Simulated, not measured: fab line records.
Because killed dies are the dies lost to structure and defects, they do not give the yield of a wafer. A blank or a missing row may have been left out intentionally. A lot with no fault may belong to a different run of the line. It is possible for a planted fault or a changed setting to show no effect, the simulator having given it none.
Split-lot experiment    flow n5_finfet    39 wafers read from 7 lots, route of 1938 steps

## ABOUT THE SPLIT
At N5_FIN_SAQP_HM_DEP_03 (deposits SiNx from SiH4/NH3/N2, target thk 38 nm, time 33.6 s), the setting time_s was moved away from the recipe's 33.6 s on 9 of the 39 wafers read, by -54.8% to -46.2%. All remaining wafers had this setting at the recipe value.

## FROM THE SPLIT TO THE READING: what the file shows between them, 4 steps
- N5_FIN_SAQP_THK_MEAS_05
- N5_FIN_SAQP_PECVD_47: deposits a-Si from SiH4/He, target thk 45 nm, time 36.3 s
- N5_FIN_SAQP_PECVD_48: deposits SiNx from SiH4/NH3/N2, target thk 25 nm, time 22.1 s
- N5_FIN_SAQP_MANDREL2_REMOVE_60: chemistry HBr/Cl2/O2, target a-Si, stops on SiNx, bt time 10 s

## THE READING
etch.depth_nm (the simulator's own value, which no gauge read), in nm, at N5_FIN_SAQP_HM_OPEN_33 (chemistry CH3F/O2, target SiNx, target depth 49.4 nm, time 70.6 s). There is no usual value for it anywhere in the file. Across the 30 wafers here that went through the recipe, the average is 37.51 nm and the standard deviation 0.52 nm.

wafer   tool, chamber at the split  time_s as run, s  against the recipe  etch.depth_nm, nm  against lot-mates on the recipe
L074.1  pecvd-04, 1                 33.6              recipe              36.91              -
L074.2  pecvd-04, 2                 15.2              -54.8%              16.63              -20.94
L074.3  pecvd-04, 0                 15.2              -54.8%              16.3               -21.27
L074.4  pecvd-04, 1                 15.2              -54.8%              16.9               -20.67
L074.5  pecvd-04, 2                 33.6              recipe              38.31              -
L074.6  pecvd-04, 0                 33.6              recipe              37.49              -
L076.1  pecvd-03, 0                 18.06             -46.2%              19.38              -18.41
L076.2  pecvd-03, 1                 18.06             -46.2%              20.19              -17.60
L076.3  pecvd-03, 1                 33.6              recipe              37.96              -
L076.4  pecvd-03, 0                 18.06             -46.2%              19.28              -18.51
L076.5  pecvd-03, 1                 33.6              recipe              38.11              -
L076.6  pecvd-03, 0                 33.6              recipe              37.31              -
L082.1  pecvd-04, 2                 33.6              recipe              37.2               -
L082.2  pecvd-04, 1                 17.73             -47.2%              19.24              -18.20
L082.3  pecvd-04, 0                 17.73             -47.2%              18.8               -18.64
L082.4  pecvd-04, 1                 17.73             -47.2%              19.19              -18.25
L082.5  pecvd-04, 0                 33.6              recipe              37.28              -
L082.6  pecvd-04, 2                 33.6              recipe              37.84              -
L084.1  pecvd-01, 1                 33.6              recipe              37.03              -
L084.2  pecvd-01, 2                 33.6              recipe              36.82              -
L084.5  pecvd-01, 0                 33.6              recipe              36.32              -
L086.1  pecvd-04, 2                 33.6              recipe              37.48              -
L086.2  pecvd-04, 1                 33.6              recipe              37.52              -
L086.3  pecvd-04, 0                 33.6              recipe              36.5               -
L086.4  pecvd-04, 0                 33.6              recipe              37.03              -
L086.5  pecvd-04, 1                 33.6              recipe              37.63              -
L086.6  pecvd-04, 2                 33.6              recipe              38.01              -
L091.1  pecvd-04, 0                 33.6              recipe              37.37              -
L091.2  pecvd-04, 1                 33.6              recipe              36.87              -
L091.3  pecvd-04, 2                 33.6              recipe              37.8               -
L091.4  pecvd-04, 0                 33.6              recipe              38.11              -
L091.5  pecvd-04, 1                 33.6              recipe              38.03              -
L091.6  pecvd-04, 2                 33.6              recipe              38.28              -
L093.1  pecvd-04, 1                 33.6              recipe              37.06              -
L093.2  pecvd-04, 0                 33.6              recipe              37.55              -
L093.3  pecvd-04, 2                 33.6              recipe              37.49              -
L093.4  pecvd-04, 0                 33.6              recipe              37.99              -
L093.5  pecvd-04, 2                 33.6              recipe              37.75              -
L093.6  pecvd-04, 1                 33.6              recipe              38.18              -

FIT RESULTS
A straight line over all 39 wafers: etch.depth_nm changes by +0.386 nm for each +1% of time_s; r = +1.00; the points scatter about the line by 0.5 nm.
The same after taking each lot's own level away (the mean of its wafers on the recipe; 39 wafers): +0.387 nm for each +1%; r = +1.00; scatter 0.42 nm.
On that fit, the largest move of time_s shifts the reading by 21 nm.
The span of the lots' own levels, 36.723 to 37.793 nm, comes to 2.0 times the standard deviation stated above.
The two slopes are in agreement: the lot-to-lot level therefore moves the slope only a little.
Check: with one of the wafers moved furthest among these (-54.8%) left out of the fit, the line predicts -21.3 nm for it against its lot-mates. Against them it came out at -20.9 nm.

## THE WHOLE CHAIN: every reading that the file lists as answering this split, in the file's order
step                     what it does                                                          reading                                                                             change (the file's fit)                                                                r (the file's)
N5_FIN_SAQP_HM_DEP_03    deposits SiNx from SiH4/NH3/N2, target thk 38 nm, time 33.6 s         SiNx_of_FIN_SAQP_HM_DEP_03.thk_nm (the simulator's own value, which no gauge read)  +0.388 nm for each +1% of the setting                                                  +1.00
N5_FIN_SAQP_THK_MEAS_05                                                                        thk_nm                                                                              withheld for each +1% of the setting                                                   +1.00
N5_FIN_SAQP_HM_OPEN_33   chemistry CH3F/O2, target SiNx, target depth 49.4 nm, time 70.6 s     etch_rf_on_time_s                                                                   withheld for each +1% of the setting                                                   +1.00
N5_FIN_SAQP_HM_OPEN_33   chemistry CH3F/O2, target SiNx, target depth 49.4 nm, time 70.6 s     etch.depth_nm (the simulator's own value, which no gauge read)                      +0.388 nm for each +1% of the setting                                                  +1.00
N5_FIN_SAQP_FIN_ETCH_36  etches the open film in HBr/Cl2/O2, target depth 120 nm, time 50.4 s  SiNx_of_FIN_SAQP_HM_DEP_03.thk_nm (the simulator's own value, which no gauge read)  not straight: 0.5333 at the lowest setting, 21.27 at the recipe, 21.27 at the highest  not given

## FILE'S OWN FIT
etch.depth_nm changes by +0.388 nm for each +1% of time_s, r = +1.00.
